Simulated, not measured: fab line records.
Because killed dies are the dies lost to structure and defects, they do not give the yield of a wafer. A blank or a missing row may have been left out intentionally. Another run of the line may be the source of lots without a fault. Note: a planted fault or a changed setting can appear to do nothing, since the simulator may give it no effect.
A single fault, viewed from 3 desks + flow nand-harc + numbers are kept per desk, each desk with only its own; the story behind them comes last

== THE METROLOGY DESK ==
What the gauges read, lot by lot, whatever tool the lot ran on: means of the sampled wafers that have a number. A lot is out of limits, marked OUT, if its mean lies more than 4 standard deviations from the usual mean; the brackets give that distance.
Columns: A = overlay-x-nm at NHARC_P_STI_OVL_MEAS_10, usual 0 nm; B = overlay-y-nm at NHARC_P_STI_OVL_MEAS_10, usual 1 nm; C = trench-depth-nm at NHARC_P_STI_OCD_MEAS_17, usual 302 nm; D = trench-foot-cd-nm at NHARC_P_STI_OCD_MEAS_17, usual 157.7 nm
| lot  | first seen here | A   | B   | C   | D     |
|------|-----------------|-----|-----|-----|-------|
| L122 | day 2 10:53     | -7  | -1  | 302 | 159.5 |
| L123 | day 2 17:02     | -3  | -12 | 306 | 155.5 |
| L125 | day 3 06:25     | 5   | 3   | 301 | 156.0 |
| L128 | day 3 19:22     | -1  | -5  | 303 | 157.9 |
| L131 | day 4 16:53     | 4   | 2   | 302 | 157.7 |
| L132 | day 5 01:22     | -3  | 7   | 299 | 156.5 |
| L136 | day 5 23:41     | -7  | -5  | 302 | 156.0 |
| L137 | day 6 06:37     | 5   | -1  | 301 | 159.2 |
| L138 | day 6 11:57     | 3   | 15  | 299 | 160.4 |
| L139 | day 6 20:32     | -9  | 2   | 300 | 158.2 |
| L141 | day 7 04:53     | 2   | 3   | 304 | 155.4 |
| L142 | day 7 11:23     | 4   | 1   | 303 | 161.1 |
| L143 | day 7 17:01     | -12 | -5  | 302 | 157.0 |
| L145 | day 8 06:13     | -10 | -3  | 301 | 157.2 |
Result from this desk: across the 14 lots, nothing is out of limits.

== THE DEFECT DESK ==
Counts from the inspections along the route, per lot, as means over the sampled wafers that have a number. A lot is out of limits, marked OUT, if its mean lies more than 4 standard deviations from the usual mean; the brackets give that distance.
Columns: A = raw-defect-count at NHARC_P_START_INSPECT_01, usual 3.6
| lot  | first seen here | A   |
|------|-----------------|-----|
| L122 | day 1 12:03     | 4.7 |
| L123 | day 1 18:02     | 3.3 |
| L125 | day 2 06:02     | 3.3 |
| L128 | day 3 00:02     | 2.7 |
| L131 | day 3 18:02     | 1.3 |
| L132 | day 4 00:02     | 3.3 |
| L136 | day 5 00:02     | 3.3 |
| L137 | day 5 06:02     | 2.0 |
| L138 | day 5 12:02     | 4.7 |
| L139 | day 5 18:02     | 3.7 |
| L141 | day 6 06:02     | 4.0 |
| L142 | day 6 12:02     | 4.7 |
| L143 | day 6 18:02     | 2.3 |
| L145 | day 7 06:02     | 3.0 |
Result from this desk: across the 14 lots, nothing is out of limits.

== TOOL OWNER'S DESK, litho-track-07 ==
Per lot that ran on this tool, the mean of the sampled wafers carrying a number, from the tool's own readings at NHARC_P_ZERO_WELL_DEVELOP_23 (time 70 s). A lot is out of limits, marked OUT, if its mean lies more than 4 standard deviations from the usual mean; the brackets give that distance.
Columns: A = chill-plate-temp-C at NHARC_P_ZERO_WELL_DEVELOP_23, usual 23.05 C; B = exhaust-pa at NHARC_P_ZERO_WELL_DEVELOP_23, usual 45.1 Pa
| lot  | first seen here | A     | B    |
|------|-----------------|-------|------|
| L136 | day 5 02:00     | 23.15 | 45.8 |
| L137 | day 5 08:00     | 23.07 | 44.5 |
| L139 | day 5 20:00     | 22.96 | 44.9 |
| L141 | day 6 08:00     | 23.06 | 45.5 |
Result from this desk: across the 4 lots, nothing is out of limits.

== ALL TOGETHER ==
Nothing out of limits was seen by the metrology desk.
The defect desk saw nothing out of limits.
Nothing out of limits was seen by the tool owner's desk.

== WHAT THE SIMULATOR HAD INSERTED ==
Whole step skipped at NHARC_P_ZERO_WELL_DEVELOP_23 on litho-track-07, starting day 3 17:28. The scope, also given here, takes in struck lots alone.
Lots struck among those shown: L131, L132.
